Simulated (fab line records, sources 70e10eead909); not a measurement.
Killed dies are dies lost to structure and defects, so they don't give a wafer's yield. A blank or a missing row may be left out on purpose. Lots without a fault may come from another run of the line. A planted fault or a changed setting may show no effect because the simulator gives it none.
A struck lot beside a sound one | flow nand_harc | 40 steps out of a route of 1302
Sound: wafers L931.2, L931.3, L931.6. Struck: wafers L942.5, L942.6. (L942.1 of the same lot was not struck and is left out.) The cause comes at the end.
At each step with rows: each side's tool, then ch and its chambers, then its first start. Under that, the readings that differ: sound wafers | struck wafers | difference of the means | sigmas: that difference in standard deviations of wafers without a fault.
alike: readings whose means differ by less than 2 such deviations, and words and numbers that are the same on both sides. not compared: withheld readings, readings that some wafer has no value for, bounds like >300 that may hide the same value, and numbers for which the record gives no deviation and whose values overlap.
The two part at a step that has a row with sigmas, a row that says differs or no value, or rows on one side only. Numbers that don't overlap but have no deviation are shown without sigmas and don't part them. A reading that every wafer of one side lacks parts them only if that side has two wafers or more.

NHARC_P_CONTACT_CD_MEAS_19:
  sound on cd_sem-01, day 5 22:18; struck on cd_sem-02, day 10 13:27
  alike: cd_nm
then, 6 steps without rows for these wafers: NHARC_P_CONTACT_STRIP_28 (strips in O2); NHARC_P_CONTACT_STRIP_29 (strips in post etch residue remover, time 1200 s); NHARC_P_CONTACT_DEGAS_38 (time 60 s); NHARC_P_CONTACT_PRE_CLEAN_39 (time 19.5 s); NHARC_P_CONTACT_PVD_32 (deposits Ti, target thk 5 nm, time 17.7 s); NHARC_P_CONTACT_ALD_22 (deposits TiN, target thk 3 nm, pulse time 1 s, ald cycles 150).
NHARC_P_CONTACT_CVD_23: deposits W, target thk 200 nm, time 557 s.
  sound on cvd_w-01 ch 0,1; struck on cvd_w-02 ch 0,1
  alike: heater_power_w, mfc_h2_sccm, throttle_valve_pct
NHARC_P_CONTACT_CMP_24: polishes, t overpolish 30 s, target thk 200 nm.
  sound on cmp-03 ch 0,1,3, day 6 00:07; struck on cmp-01 ch 0,1, day 10 15:19
  alike: motor_current_A, overpolish_run_s, slurry_filter_dp_kPa, slurry_flow_ml_min, time_to_endpoint_s
then, 1 step without rows for these wafers: NHARC_P_CONTACT_SRD_26.
NHARC_P_CONTACT_INSPECT_27:
  sound on defect_inspect-02, day 6 00:29; struck on defect_inspect-01, day 10 15:39
  alike: raw_defect_count
NHARC_P_M0_DEP_00: deposits SiOC, target thk 150 nm.
  sound on pecvd-01 ch 1,2, day 6 00:34; struck on pecvd-04 ch 0,1, day 10 15:43
then, 9 steps without rows for these wafers: NHARC_P_M0_DEHYDRATE_01 (time 120 s); NHARC_P_M0_HMDS_02 (time 30 s); NHARC_P_M0_COAT_33 (time 65 s); NHARC_P_M0_COAT_03 (resist thk 90 nm); NHARC_P_M0_SOFTBAKE_04 (time 55 s); NHARC_P_M0_EBR_05; NHARC_P_M0_EXPOSE_06 (exposes mask P M0, target cd 90 nm); NHARC_P_M0_PEB_07 (peb time 65 s); NHARC_P_M0_DEVELOP_08 (develop time 35 s).
NHARC_P_M0_CD_MEAS_09: target cd 90 nm.
  sound on cd_sem-02 ch 0, day 6 01:16; struck on cd_sem-01 ch 0, day 10 16:32
  alike: cd_nm
NHARC_P_M0_OVL_MEAS_10: pitch 180 nm.
  sound on overlay-01, day 6 01:21; struck on overlay-02, day 10 16:38
  alike: overlay_x_nm, overlay_y_nm
NHARC_P_M0_INSPECT_11:
  sound on defect_inspect-01, day 6 01:23; struck on defect_inspect-02, day 10 16:40
  alike: raw_defect_count
NHARC_P_M0_DESCUM_14: chemistry O2, time 3 s.
  sound on rie_diel-01 ch 0,2, day 6 01:27; struck on rie_diel-01 ch 2,3, day 10 16:46
  alike: chamber_pressure_mTorr, drypump_motor_current_A, oes_product_au, rf_vpp_V, showerhead_plenum_p_Torr, throttle_valve_pct
  not compared: rf_hours_counter_h
then, 2 steps without rows for these wafers: NHARC_P_M0_ETCH_34 (etches the open film in N2/H2, target depth 40 nm, overetch 12 nm, time 43.94 s); NHARC_P_M0_ETCH_15 (etches the open film in C4F8/Ar, target depth 150 nm, overetch 15 nm, time 82.5 s).
NHARC_P_M0_CD_MEAS_16:
  sound on cd_sem-03, day 6 01:45; struck on cd_sem-03, day 10 17:02
  alike: cd_nm
NHARC_P_M0_STRIP_18: strips in N2/H2.
  sound on rie_diel-01 ch 1,2,3, day 6 01:53; struck on rie_diel-01 ch 1,2, day 10 17:10
  alike: chamber_pressure_mTorr, drypump_motor_current_A, oes_product_au, rf_vpp_V, showerhead_plenum_p_Torr, throttle_valve_pct
  not compared: rf_hours_counter_h
then, 6 steps without rows for these wafers: NHARC_P_M0_STRIP_19 (strips in post etch residue remover, time 600 s); NHARC_P_M0_DEGAS_28 (time 60 s); NHARC_P_M0_PRE_CLEAN_29 (time 30 s); NHARC_P_M0_PVD_20 (deposits TaN, target thk 5 nm, time 8.06 s); NHARC_P_M0_PVD_21 (deposits Cu, target thk 30 nm, time 20.49 s); NHARC_P_M0_ECD_22 (material Cu, target thk 400 nm).
NHARC_P_M0_ANNEAL_30: time 90 s.
  sound on rtp_anneal-02 ch 0, day 6 03:12; struck on rtp_anneal-02 ch 0, day 10 18:25
  alike: wafer_temp_C_max
then, 2 steps without rows for these wafers: NHARC_P_M0_CMP_23 (polishes, t overpolish 20 s, target thk 117.54 nm); NHARC_P_M0_SRD_25.
NHARC_P_M0_INSPECT_27:
  sound on defect_inspect-01, day 6 03:58; struck on defect_inspect-01, day 10 19:15
  alike: raw_defect_count
-- the record jumps here: 19 days lie between the struck wafers' starts before and after (it left off in module P_M0 and takes up again in module END, whose first step shown is number 1302 of the route) --
NHARC_END_SORT_01:
  the record has rows for the struck wafers here (prober-01 ch 0, day 29 13:31) and none for the sound ones

WHERE THEY PART
Only at NHARC_END_SORT_01, within this record.

WHY: what the simulator had put in
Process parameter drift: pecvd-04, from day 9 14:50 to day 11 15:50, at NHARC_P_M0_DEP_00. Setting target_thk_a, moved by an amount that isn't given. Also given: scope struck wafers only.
